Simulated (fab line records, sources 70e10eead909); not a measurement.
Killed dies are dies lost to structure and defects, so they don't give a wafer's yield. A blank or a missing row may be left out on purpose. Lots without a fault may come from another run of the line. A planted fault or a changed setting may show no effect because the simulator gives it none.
fab line records | flow nand_harc | part 1 of 2: steps 1 to 23 of 24
record lots=7 wafers=21 last_day=33
route steps=1302 shown A_M0@1166 A_M1@1169 END@1302
lots that met no fault: from a run of the same line without faults
start_h: hours from the record's first day to the start of the lot's first wafer shown | wait_h: hours since the lot's step before | " the same as in the row above | L1.1+2: a row that stands for several wafers | - no value, or no start given | * or withheld: withheld | < > ~ a bound
route shown NAME@n: a module of which the file shows steps, and the number in the route of the first | usual: mean/standard deviation of fault-free wafers | same: alike in all rows | chamber/n: place in a boat | sites: the reading at each site | _std_site: their standard deviation | _edge_site: outer sites' mean less inner sites' | radius_mm: how far each site lies from the wafer's centre | mask NAME#n: copy n | behind: the tool/chamber that last shaped the wafer | hold: why the lot was held/for how many hours/how that ended | device: the transistor (n, p or np) that didn't switch | end of line: the same wafers' tests at the end of the route | a step without rows: its recipe alone | killed: dies lost to structure and defects at the first sort, not the wafer's yield | map: a wafer's dies, x killed, . not, _ none there
set.NAME: the setting as run; set.NAME@STEP: as run at that earlier step | model.NAME: the simulator's own value behind a step, which no gauge read
lots at some steps of the route; a table a step, a row a wafer
services: from which hour (start_h, from the record's first day; less than 0 if before it) a tool's chamber was out of use, for how many hours, and why
## steps
# step NHARC_A_M0_INSPECT_27
# usual raw_defect_count=556/130
# columns lot.wafer tool chamber start_h wait_h raw_defect_count
L896.1 defect_inspect-01 - 535.91 0.0 517
L896.4 " - " " 622
L896.6 " - " " 596
L895.2 defect_inspect-02 - 546.41 0.0 508
L895.3 " - " " 470
L895.4 " - " " 799
L911.1 defect_inspect-02 - 674.27 0.0 695
L911.5 " - " " 568
L911.6 " - " " 410
L913.2 defect_inspect-01 - 705.72 0.0 435
L913.4 " - " " 382
L913.5 " - " " 307
L912.1 defect_inspect-01 - 707.71 0.0 479
L912.3 " - " " 434
L912.5 " - " " 449
L917.1 defect_inspect-01 - 750.98 0.0 775
L917.2 " - " " 525
L917.6 " - " " 708
L918.1 defect_inspect-02 - 762.77 0.0 558
L918.2 " - " " 345
L918.6 " - " " 517
# step NHARC_A_M0_PRE_CLEAN_31
# recipe time_s=12 temp_c=370 rf_power_w=300 gas=NH3
# usual heater_power_w=645/66
# columns lot.wafer tool chamber start_h wait_h heater_power_w
L896.1 pecvd-02 2 536.00 0.1 605
L896.6 " 1 " " 544
L896.4 " 0 " " 610
L895.3 pecvd-02 1 546.49 0.1 499
L895.2 " 2 " " 649
L895.4 " 0 " " 660
L911.1 pecvd-02 1 674.36 0.1 524
L911.6 " 2 " " 614
L911.5 " 1 " " 532
L913.2 pecvd-02 1 705.80 0.1 529
L913.5 " 0 " " 690
L913.4 " 1 " " 522
L912.3 pecvd-01 0 707.79 0.1 616
L912.1 " 1 " " 778
L912.5 " 2 " " 631
L917.2 pecvd-03 1 751.04 0.1 738
L917.1 " 0 " " 617
L917.6 " 1 " " 732
L918.2 pecvd-03 1 762.83 0.1 740
L918.1 " 0 " " 618
L918.6 " 1 " " 735
# step NHARC_A_M0_DEP_32
# recipe target_thk_a=300 temp_c=370 target_thk_nm=30 pressure_torr=3 flow_sccm=200 rf_w=450 material=SiCN
# usual heater_power_w=595/69
# columns lot.wafer tool chamber start_h wait_h heater_power_w
L896.1 pecvd-02 2 536.11 0.1 583
L896.6 " 1 " " 518
L896.4 " 0 " " 538
L895.3 pecvd-02 1 546.60 0.1 524
L895.2 " 2 " " 592
L895.4 " 0 " " 533
L911.1 pecvd-02 1 674.50 0.1 507
L911.6 " 2 " " 546
L911.5 " 1 " " 503
L913.2 pecvd-02 1 705.91 0.1 471
L913.5 " 0 " " 625
L913.4 " 1 " " 486
L912.3 pecvd-01 0 707.90 0.1 554
L912.1 " 1 " " 752
L912.5 " 2 " " 651
L917.2 pecvd-03 1 751.12 0.1 636
L917.1 " 0 " " 593
L917.6 " 1 " " 663
L918.2 pecvd-03 1 762.95 0.1 574
L918.1 " 0 " " 531
L918.6 " 1 " " 575
# step NHARC_A_M1_DEP_00
# recipe target_thk_a=1825 target_thk_nm=182.5 temp_c=withheld pressure_torr=5 flow_sccm=200 rf_w=600 material=SiOC
# step NHARC_A_M1_DEHYDRATE_01
# recipe temp_c=150 time_s=120
# step NHARC_A_M1_HMDS_02
# recipe time_s=30
# step NHARC_A_M1_COAT_34
# recipe temp_c=200 time_s=65
# step NHARC_A_M1_COAT_03
# recipe spin_rpm=1500 resist_thk_nm=90
# step NHARC_A_M1_SOFTBAKE_04
# recipe temp_c=105 time_s=55
# step NHARC_A_M1_EBR_05
# step NHARC_A_M1_EXPOSE_06
# recipe na=1.35 target_cd_nm=120 dose_mj=75.13 mask_id=A_M1
# step NHARC_A_M1_PEB_07
# recipe peb_temp_c=100 peb_time_s=65
# usual heater_power_total_W=156.6/0.43 plate_temp_C=100.00/0.12 resist_line_temp_C=23.00/0.1
# columns lot.wafer tool chamber start_h wait_h heater_power_total_W plate_temp_C resist_line_temp_C
L896.1 litho_track-04 0 537.21 0.1 155.9 100.03 22.89
L896.4 " 0 " " 156.3 99.97 22.95
L896.6 " 0 " " 156.3 100.02 22.99
L895.2 litho_track-04 0 547.73 0.1 156.2 100.06 23.03
L895.3 " 0 " " 156.4 99.95 23.05
L895.4 " 0 " " 157.0 99.77 23.05
L911.1 litho_track-04 0 675.56 0.1 148.2 96.11 23.03
L911.5 " 0 " " 147.9 96.04 22.91
L911.6 " 0 " " 148.8 96.05 22.98
L913.2 litho_track-04 0 706.91 0.1 148.8 96.30 23.20
L913.4 " 0 " " 149.0 96.25 23.07
L913.5 " 0 " " 148.6 96.40 22.99
L912.1 litho_track-04 0 708.93 0.1 147.9 96.32 23.01
L912.3 " 0 " " 148.1 96.19 23.03
L912.5 " 0 " " 148.2 96.22 23.12
L917.1 litho_track-01 0 752.30 0.1 156.3 99.86 23.02
L917.2 " 0 " " 155.9 99.97 23.04
L917.6 " 0 " " 157.2 99.93 23.07
L918.1 litho_track-01 0 764.25 0.1 157.0 99.90 22.85
L918.2 " 0 " " 156.3 99.95 23.03
L918.6 " 0 " " 157.1 99.98 22.87
# step NHARC_A_M1_DEVELOP_08
# recipe develop_time_s=35 dev_temp_c=23
# step NHARC_A_M1_CD_MEAS_09
# recipe target_cd_nm=120 landing_energy_ev=500
# usual cd_nm=120.4/0.51
# same landing_energy_ev=500
# columns lot.wafer tool chamber start_h wait_h cd_nm
L896.1 cd_sem-03 0 537.29 - 120.7
L896.4 " 0 " " 120.4
L896.6 " 0 " " 120.5
L895.2 cd_sem-03 0 547.81 - 120.7
L895.3 " 0 " " 120.7
L895.4 " 0 " " 120.3
L911.1 cd_sem-02 0 675.64 - 105.9
L911.5 " 0 " " 106.1
L911.6 " 0 " " 105.7
L913.2 cd_sem-03 0 706.99 - 108.5
L913.4 " 0 " " 109.1
L913.5 " 0 " " 108.9
L912.1 cd_sem-02 0 709.01 - 110.3
L912.3 " 0 " " 111.6
L912.5 " 0 " " 111.1
L917.1 cd_sem-02 0 752.37 - 119.2
L917.2 " 0 " " 120.1
L917.6 " 0 " " 119.8
L918.1 cd_sem-03 0 764.33 - 120.3
L918.2 " 0 " " 119.7
L918.6 " 0 " " 119.9
# step NHARC_A_M1_OVL_MEAS_10
# recipe pitch_nm=240
# usual overlay_x_nm=0.3/0.77 overlay_y_nm=-0.1/0.81
# columns lot.wafer tool chamber start_h wait_h overlay_x_nm overlay_y_nm
L896.1 overlay-01 - 537.38 - -0.1 -0.2
L896.4 " - " " 0.4 -0.3
L896.6 " - " " -0.4 -0.1
L895.2 overlay-02 - 547.89 - 1.6 -0.4
L895.3 " - " " 1.1 -0.4
L895.4 " - " " 1.8 -0.2
L911.1 overlay-01 - 675.73 - 0.2 0.9
L911.5 " - " " 0.7 0.2
L911.6 " - " " 0.8 -0.2
L913.2 overlay-01 - 707.08 - 0.3 -0.2
L913.4 " - " " 0.0 -1.0
L913.5 " - " " 0.0 -0.6
L912.1 overlay-01 - 709.09 - 0.6 1.1
L912.3 " - " " 1.2 1.0
L912.5 " - " " 1.4 1.0
L917.1 overlay-02 - 752.46 - 0.3 -0.5
L917.2 " - " " 1.0 -0.2
L917.6 " - " " 0.6 -0.5
L918.1 overlay-01 - 764.42 - 0.4 -0.6
L918.2 " - " " 1.2 0.2
L918.6 " - " " 0.8 -0.4
# step NHARC_A_M1_INSPECT_11
# usual raw_defect_count=80/34
# columns lot.wafer tool chamber start_h wait_h raw_defect_count
L896.1 defect_inspect-02 - 537.42 0.0 99
L896.4 " - " " 102
L896.6 " - " " 109
L895.2 defect_inspect-02 - 547.93 0.0 16
L895.3 " - " " 19
L895.4 " - " " 20
L911.1 defect_inspect-01 - 675.76 0.0 113
L911.5 " - " " 125
L911.6 " - " " 96
L913.2 defect_inspect-01 - 707.11 0.0 66
L913.4 " - " " 58
L913.5 " - " " 53
L912.1 defect_inspect-01 - 709.13 0.0 111
L912.3 " - " " 92
L912.5 " - " " 113
L917.1 defect_inspect-01 - 752.50 0.0 92
L917.2 " - " " 87
L917.6 " - " " 84
L918.1 defect_inspect-02 - 764.45 0.0 35
L918.2 " - " " 48
L918.6 " - " " 60
# step NHARC_A_M1_DESCUM_14
# recipe time_s=3 o2_flow_sccm=200 ar_flow_sccm=0 bias_power_w=0 chemistry=O2
# usual drypump_motor_current_A=5.93/0.3 mfc_ar_sccm=0.010/0.011 oes_product_au=1.002/0.0092 rf_vpp_V=57.8/0.85 showerhead_plenum_p_Torr=1.91/0.055 throttle_valve_pct=11.312/0.0087
# same bias_power_w=0
# columns lot.wafer tool chamber start_h wait_h drypump_motor_current_A mfc_ar_sccm oes_product_au rf_hours_counter_h rf_vpp_V showerhead_plenum_p_Torr throttle_valve_pct model.A_M1.cd_nm
L896.4 rie_diel-05 0 537.49 0.1 6.27 0 1.001 6.2 58.4 1.86 11.307 120.4
L896.1 " 2 " " 6.31 0.018 0.997 7.4 58.0 1.86 11.316 120.6
L896.6 " 3 " " 5.56 0 0.994 - 57.9 1.96 11.309 119.9
L895.2 rie_diel-04 0 548.00 0.1 6.08 0.018 1.002 0.0 57.4 1.91 11.313 121.5
L895.4 " 1 " " 5.91 0 1.017 0.1 56.8 1.85 11.312 121
L895.3 " 2 " " 5.99 0.035 1.012 0.1 58.5 1.99 11.289 120.6
L911.1 rie_diel-06 2 675.83 0.1 6.25 0.012 1.005 0.1 57.0 1.90 11.309 105.5
L911.6 " 1 " " 5.65 0.003 0.995 - 56.3 1.92 11.291 106.4
L911.5 " 2 " " 6.24 0.012 0.996 - 56.8 1.90 11.329 106
L913.4 rie_diel-05 2 707.18 0.1 6.31 0.018 1.010 6.4 58.4 1.86 11.306 108.7
L913.2 " 0 " " 6.31 0 1.014 6.1 58.5 1.85 11.308 108.7
L913.5 " 2 " " 6.31 0.018 1.009 - 58.4 1.86 11.306 108.6
L912.1 rie_diel-06 3 709.20 0.1 6.02 0 0.975 2.1 57.2 2.01 11.320 110.6
L912.3 " 0 " " 5.16 0 0.997 3.1 57.2 1.81 11.313 111.8
L912.5 " 2 " " 6.24 0.012 0.995 - 58.9 1.90 11.312 110.5
L917.1 rie_diel-04 2 752.58 0.1 5.98 0.035 0.996 0.9 58.4 1.98 11.324 119
L917.2 " 3 " " 5.73 0.018 1.014 1.3 58.5 1.93 11.333 119.8
L917.6 " 1 " " 5.88 0 1.008 - 57.3 1.84 11.306 118.8
L918.1 rie_diel-04 1 764.53 0.1 5.94 0 1.015 2.2 57.8 1.84 11.317 120.3
L918.2 " 2 " " 5.99 0.035 1.002 1.5 57.3 1.98 11.313 119.6
L918.6 " 3 " " 5.70 0.018 1.012 - 56.8 1.93 11.306 119.1
# step NHARC_A_M1_ETCH_35
# recipe target_depth_a=400 overetch_a=120 time_s=43.94 ion_energy_ev=200 n2_flow_sccm=150 h2_flow_sccm=150 ar_flow_sccm=0 rf_w=400 bias_w=150 chemistry=N2/H2
# usual drypump_motor_current_A=5.93/0.3 mfc_ar_sccm=0.009/0.012 oes_product_au=1.000/0.0096 rf_vpp_V=430.3/1.9 showerhead_plenum_p_Torr=2.04/0.063 throttle_valve_pct=14.173/0.0091
# columns lot.wafer tool chamber start_h wait_h drypump_motor_current_A mfc_ar_sccm oes_product_au rf_hours_counter_h rf_vpp_V showerhead_plenum_p_Torr throttle_valve_pct
L896.1 rie_diel-05 0 537.56 0.1 6.25 0 0.995 6.2 428.5 1.98 14.166
L896.4 " 1 " " 5.96 0 1.009 6.4 431.6 2.09 14.167
L896.6 " 0 " " 6.25 0 1.006 - 429.1 1.98 14.185
L895.2 rie_diel-04 2 548.07 0.1 5.98 0.035 1.011 0.1 432.7 2.12 14.162
L895.4 " 3 " " 5.68 0.018 0.995 0.0 430.7 2.06 14.175
L895.3 " 0 " " 6.08 0.018 0.999 0.0 429.5 2.04 14.169
L911.1 rie_diel-06 3 675.93 0.1 6.03 0 0.962 0.2 432.0 2.15 14.193
L911.5 " 0 " " 5.18 0 1.004 - 426.4 1.93 14.168
L911.6 " 1 " " 5.67 0.003 1.001 - 430.0 2.04 14.168
L913.2 rie_diel-05 2 707.27 0.1 6.33 0.018 0.998 6.4 428.3 1.98 14.174
L913.4 " 3 " " 5.56 0 1.004 5.3 431.0 2.09 14.179
L913.5 " 1 " " 5.96 0 1.014 - 432.3 2.08 14.174
L912.3 rie_diel-06 3 709.29 0.1 6.03 0 0.986 2.1 433.4 2.15 14.172
L912.1 " 0 " " 5.16 0 0.989 3.1 427.6 1.93 14.171
L912.5 " 1 " " 5.66 0.003 1.006 - 430.2 2.04 14.157
L917.1 rie_diel-04 0 752.65 0.1 6.09 0.018 1.016 0.8 430.7 2.03 14.168
L917.2 " 1 " " 5.90 0 0.997 1.5 428.8 1.96 14.167
L917.6 " 1 " " 5.86 0 1.006 - 428.6 1.96 14.172
L918.2 rie_diel-04 1 764.61 0.1 5.93 0 1.005 2.2 427.7 1.96 14.180
L918.1 " 2 " " 6.00 0.035 0.977 1.6 431.1 2.12 14.153
L918.6 " 0 " " 6.08 0.018 1.010 - 431.4 2.03 14.189
# step NHARC_A_M1_ETCH_15
# recipe target_depth_a=1825 time_s=91.2 c4f8_flow_sccm=withheld ar_flow_sccm=400 rf_w=600 bias_w=300 chemistry=C4F8/Ar
# usual oes_product_au=0.956/0.023 rf_vpp_V=440.8/1.9
# columns lot.wafer tool chamber start_h wait_h oes_product_au rf_hours_counter_h rf_vpp_V
L896.1 rie_diel-05 3 - - 0.914 7.3 442.4
L896.4 " 2 " " 0.914 7.4 438.3
L896.6 " 3 " " 0.915 - 441.7
L895.3 rie_diel-04 0 - - 0.972 0.1 441.9
L895.4 " 2 " " 0.987 0.1 443.9
L895.2 " 3 " " 0.964 0.1 441.2
L911.1 rie_diel-06 2 - - 0.957 0.2 439.4
L911.5 " 2 " " 0.965 - 440.4
L911.6 " 3 " " 0.956 - 444.0
L913.2 rie_diel-05 2 - - 0.955 6.4 439.6
L913.4 " 3 " " 0.978 5.3 442.8
L913.5 " 1 " " 0.953 - 442.6
L912.1 rie_diel-06 0 - - 0.973 3.1 439.1
L912.3 " 2 " " 0.961 2.4 440.2
L912.5 " 0 " " 0.973 - 437.3
L917.2 rie_diel-04 0 - - 0.961 0.8 440.9
L917.1 " 2 " " 0.960 1.0 442.6
L917.6 " 0 " " 0.956 - 441.4
L918.2 rie_diel-04 2 - - 0.976 1.6 443.7
L918.1 " 0 " " 0.972 1.6 439.2
L918.6 " 2 " " 0.977 - 443.0
# step NHARC_A_M1_CD_MEAS_16
# usual cd_nm=120.1/0.77
# columns lot.wafer tool chamber start_h wait_h cd_nm
L896.1 cd_sem-01 - 538.23 - 120.9
L896.4 " - " " 120.3
L896.6 " - " " 120.1
L895.2 cd_sem-03 - 548.30 - 121.3
L895.3 " - " " 120.4
L895.4 " - " " 120.8
L911.1 cd_sem-02 - 676.13 - 105.9
L911.5 " - " " 105.9
L911.6 " - " " 106.7
L913.2 cd_sem-02 - 707.48 - 108.6
L913.4 " - " " 108.2
L913.5 " - " " 108.6
L912.1 cd_sem-02 - 709.50 - 110.4
L912.3 " - " " 111.9
L912.5 " - " " 110.1
L917.1 cd_sem-01 - 752.87 - 118.9
L917.2 " - " " 119.8
L917.6 " - " " 118.7
L918.1 cd_sem-01 - 764.82 - 119.5
L918.2 " - " " 119.7
L918.6 " - " " 119.0
# step NHARC_A_M1_STRIP_18
# recipe power_w=1000 n2_flow_sccm=150 h2_flow_sccm=150 ar_flow_sccm=0 bias_w=0 chemistry=N2/H2
# usual drypump_motor_current_A=5.9/0.34 mfc_ar_sccm=0.008/0.01 oes_product_au=1.000/0.009 rf_vpp_V=90.7/0.98 showerhead_plenum_p_Torr=2.04/0.067 throttle_valve_pct=14.172/0.0091
# columns lot.wafer tool chamber start_h wait_h drypump_motor_current_A mfc_ar_sccm oes_product_au rf_hours_counter_h rf_vpp_V showerhead_plenum_p_Torr throttle_valve_pct
L896.4 rie_diel-05 2 538.33 0.1 6.3 0.018 0.984 7.4 90.1 1.99 14.161
L896.1 " 0 " " 6.3 0 1.004 6.3 90.8 1.98 14.182
L896.6 " 2 " " 6.3 0.018 0.994 - 89.3 1.99 14.171
L895.2 rie_diel-06 0 548.37 0.1 5.2 0 0.999 3.3 89.1 1.93 14.166
L895.3 " 1 " " 5.7 0.003 0.989 3.6 91.6 2.05 14.172
L895.4 " 2 " " 6.3 0.012 0.999 3.3 91.8 2.03 14.159
L911.1 rie_diel-04 1 676.23 0.1 6.0 0 1.004 3.9 89.7 1.96 14.170
L911.5 " 0 " " 6.1 0.018 1.002 - 90.3 2.04 14.172
L911.6 " 1 " " 5.9 0 1.011 - 89.4 1.96 14.165
L913.4 rie_diel-04 3 707.56 0.1 5.7 0.018 0.990 4.6 90.8 2.06 14.177
L913.2 " 0 " " 6.1 0.018 0.998 3.8 91.5 2.04 14.186
L913.5 " 3 " " 5.7 0.018 0.997 - 90.0 2.06 14.191
L912.3 rie_diel-05 1 709.60 0.1 6.0 0 0.992 6.5 91.0 2.08 14.172
L912.1 " 3 " " 5.6 0 0.993 5.3 91.9 2.09 14.156
L912.5 " 1 " " 6.0 0 0.996 - 90.0 2.08 14.174
L917.2 rie_diel-04 3 752.94 0.1 5.7 0.018 1.012 1.4 89.6 2.06 14.164
L917.1 " 0 " " 6.1 0.018 1.004 0.8 90.4 2.03 14.167
L917.6 " 3 " " 5.7 0.018 1.021 - 91.7 2.06 14.160
L918.2 rie_diel-04 1 764.92 0.1 5.9 0 1.007 2.3 91.6 1.96 14.170
L918.1 " 2 " " 6.0 0.035 0.979 1.6 90.6 2.12 14.188
L918.6 " 0 " " 6.1 0.018 1.008 - 90.8 2.03 14.169
# step NHARC_A_M1_ETCH_28
# recipe target_depth_a=300 over_etch_frac=0.3 time_s=72.99 ion_energy_ev=150 cf4_flow_sccm=50 n2_flow_sccm=100 ar_flow_sccm=150 rf_w=300 bias_w=100 chemistry=CF4/N2
# usual drypump_motor_current_A=5.9/0.33 mfc_ar_sccm=150.0/0.49 oes_product_au=1.000/0.0085 rf_vpp_V=314.0/1.6 showerhead_plenum_p_Torr=2.62/0.076 throttle_valve_pct=19.795/0.0099
# columns lot.wafer tool chamber start_h wait_h drypump_motor_current_A mfc_ar_sccm oes_product_au rf_hours_counter_h rf_vpp_V showerhead_plenum_p_Torr throttle_valve_pct model.A_M1.cd_nm
L896.1 rie_diel-05 1 - - 6.0 149.9 1.001 6.5 315.0 2.68 19.772 120.6
L896.4 " 2 " " 6.3 151.3 0.995 7.5 314.3 2.56 19.800 121.5
L896.6 " 0 " " 6.3 150.1 1.003 - 312.3 2.55 19.797 120.4
L895.3 rie_diel-06 2 - - 6.2 150.4 1.014 3.4 313.2 2.61 19.795 120.4
L895.2 " 0 " " 5.2 150.2 1.001 3.4 313.3 2.50 19.794 121.5
L895.4 " 1 " " 5.7 150.6 1.003 3.7 314.6 2.63 19.789 120.7
L911.1 rie_diel-04 1 - - 6.0 151.0 1.006 3.9 311.9 2.54 19.802 105.6
L911.5 " 2 " " 6.0 149.8 0.995 - 315.9 2.72 19.807 106.1
L911.6 " 3 " " 5.7 149.6 1.002 - 315.6 2.65 19.794 107
L913.4 rie_diel-04 1 - - 5.9 149.9 1.009 4.8 311.1 2.54 19.790 107.8
L913.2 " 2 " " 6.0 150.8 1.007 4.9 314.7 2.72 19.781 108.7
L913.5 " 2 " " 6.0 150.9 1.009 - 314.7 2.72 19.792 107.9
L912.1 rie_diel-05 2 - - 6.3 149.6 0.999 6.5 314.5 2.56 19.802 110.2
L912.3 " 3 " " 5.6 150.8 0.995 5.4 313.6 2.68 19.792 112.6
L912.5 " 2 " " 6.3 150.5 1.012 - 312.4 2.56 19.789 110.9
L917.1 rie_diel-04 0 - - 6.1 150.5 1.005 0.9 313.9 2.62 19.808 119
L917.2 " 2 " " 6.0 150.3 0.986 1.0 315.8 2.72 19.811 119.9
L917.6 " 0 " " 6.1 150.8 1.002 - 314.9 2.62 19.807 118.5
L918.1 rie_diel-04 0 - - 6.1 150.0 1.001 1.6 314.5 2.62 19.776 120.1
L918.2 " 2 " " 6.0 149.7 0.983 1.6 316.0 2.72 19.804 119.5
L918.6 " 1 " " 5.9 149.8 0.998 - 311.5 2.54 19.783 119.2
# step NHARC_A_M1_STRIP_19
# recipe time_s=600 temp_c=30 chemistry=post_etch_residue_remover
## key
first_sign step=NHARC_A_M1_PEB_07 reading=plate_temp_C direction=down sigmas=32 usual=* struck=*
effect step=NHARC_A_M1_PEB_07 reading=heater_power_total_W direction=down sigmas=19 usual=* struck=*
effect step=NHARC_A_M1_CD_MEAS_09 reading=cd_nm direction=down sigmas=23 usual=120.4 struck=108.6 through=control_loop
effect step=NHARC_A_M1_CD_MEAS_16 reading=cd_nm direction=down sigmas=15 usual=120.1 struck=108.5 through=control_loop
model_effect step=NHARC_A_M1_DESCUM_14 value=A_M1.cd_nm without=120.5 struck=108.5
model_effect step=NHARC_A_M1_ETCH_28 value=A_M1.cd_nm without=120.5 struck=108.5
met_at NHARC_A_M1_PEB_07
struck_wafers L911.1,L911.5,L911.6,L912.1,L912.3,L912.5,L913.2,L913.4,L913.5
sort_left_out L911.1,L911.5,L911.6,L913.2,L913.4,L913.5
loop_trim step=NHARC_A_M1_EXPOSE_06 setting=dose lots=L912,L913
onset_between 547.73 675.56
fault kind=process_parameter_drift tool=litho_track-04 chamber=- onset_h=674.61 steps=NHARC_A_M1_PEB_07 channel=peb_temp_c offset=* shape=step end_h=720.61 acts_in=* stated=*
# sort_left_out: the simulated sort isn't trusted on such a fault, so these wafers' sort isn't shown, and their yield isn't known
# loop_trim: a control loop set the setting to another value than it would have without faults
